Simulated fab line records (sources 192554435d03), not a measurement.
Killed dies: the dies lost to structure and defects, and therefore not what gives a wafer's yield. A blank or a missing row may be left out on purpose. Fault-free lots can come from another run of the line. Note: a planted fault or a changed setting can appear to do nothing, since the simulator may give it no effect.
Matching of chambers | flow n5_finfet | pecvd-04 running N5_BEOL_M9_DEP_56: 3 sister chambers
The step deposits SiCN from 3MS/NH3, target thk 15 nm, time 26.5 s. 27 wafers are shown with their chamber, then 12 later ones without.

## WAFERS PAIRED WITH THEIR CHAMBERS
wafer  | chamber | throttle_valve_pct (%) | showerhead_plenum_p_Torr (Torr) | rf_fwd_power_W (W)
L077.1 | 0       | 8.5                    | 3.645                           | 200.4
L077.4 | 2       | 8.6                    | 3.667                           | 202.5
L077.6 | 0       | 8.4                    | 3.647                           | 200.5
L078.2 | 2       | 8.6                    | 3.666                           | 199.6
L078.4 | 0       | 8.4                    | 3.651                           | 200.2
L078.6 | 2       | 8.7                    | 3.670                           | 200.3
L081.1 | 1       | 9.6                    | 3.660                           | 199.3
L081.2 | 2       | 8.7                    | 3.671                           | 200.7
L081.6 | 1       | 9.8                    | 3.656                           | 199.7
L083.2 | 0       | 8.7                    | 3.642                           | 199.7
L083.4 | 0       | 8.8                    | 3.641                           | 200.6
L083.6 | 2       | 8.7                    | 3.666                           | 200.5
L084.2 | 1       | 9.7                    | 3.651                           | 198.4
L084.5 | 1       | 9.6                    | 3.655                           | 199.4
L084.6 | 0       | 8.7                    | 3.649                           | 199.4
L089.1 | 1       | 9.6                    | 3.656                           | 199.8
L089.4 | 0       | 8.8                    | 3.639                           | 199.9
L089.6 | 0       | 8.8                    | 3.639                           | 200.4
L090.3 | 0       | 8.6                    | 3.643                           | 200.7
L090.4 | 1       | 9.9                    | 3.659                           | 199.4
L090.6 | 2       | 8.3                    | 3.679                           | 201.7
L091.2 | 1       | 9.7                    | 3.663                           | 199.4
L091.5 | 1       | 9.7                    | 3.655                           | 199.3
L091.6 | 2       | 8.6                    | 3.680                           | 200.8
L092.3 | 2       | 8.8                    | 3.671                           | 200.8
L092.5 | 0       | 8.6                    | 3.654                           | 200.5
L092.6 | 1       | 9.6                    | 3.655                           | 199.7

SIGNATURES (means of the wafers above)
reading                  | chamber 0 | chamber 1 | chamber 2 | scatter within a chamber
throttle_valve_pct       | 8.630     | 9.689     | 8.625     | 0.139
showerhead_plenum_p_Torr | 3.64500   | 3.65667   | 3.67125   | 0.00478
rf_fwd_power_W           | 200.230   | 199.378   | 200.863   | 0.594
Rule: for each reading, subtract the chamber's mean from the wafer's reading, divide by that reading's scatter and square the result; add these up over the readings and take the root, which gives the wafer's distance from the chamber. If the next closest chamber is less than 2 further off than the closest, the wafer can't be placed; otherwise it belongs to the closest. The scatter: take each reading less its chamber's mean, square it, sum over the shown wafers, divide by the number of wafers less the number of chambers, and take the root.

## WAFERS WITH NO CHAMBER GIVEN
wafer  | throttle_valve_pct (%) | showerhead_plenum_p_Torr (Torr) | rf_fwd_power_W (W)
L093.2 | 9.6                    | 3.659                           | 199.8
L093.3 | 8.8                    | 3.666                           | 201.0
L093.4 | 8.6                    | 3.645                           | 200.6
L095.2 | 9.5                    | 3.653                           | 200.1
L095.5 | 9.5                    | 3.664                           | 198.8
L095.6 | 8.7                    | 3.637                           | 200.3
L094.3 | 8.7                    | 3.645                           | 199.8
L094.5 | 8.6                    | 3.648                           | 199.2
L094.6 | 9.6                    | 3.659                           | 199.5
L097.3 | 9.7                    | 3.657                           | 200.1
L097.4 | 8.8                    | 3.672                           | 200.8
L097.5 | 9.4                    | 3.659                           | 200.1

## WHICH CHAMBER EACH WENT THROUGH
wafer  | from the rows above | in truth
L093.2 | 1                   | 1
L093.3 | 2                   | 2
L093.4 | 0                   | 0
L095.2 | 1                   | 1
L095.5 | 1                   | 1
L095.6 | 0                   | 0
L094.3 | 0                   | 0
L094.5 | 0                   | 0
L094.6 | 1                   | 1
L097.3 | 1                   | 1
L097.4 | 2                   | 2
L097.5 | 1                   | 1
Correctly placed: 12 of 12. Number that these rows cannot place: 0. Wrongly placed: 0.
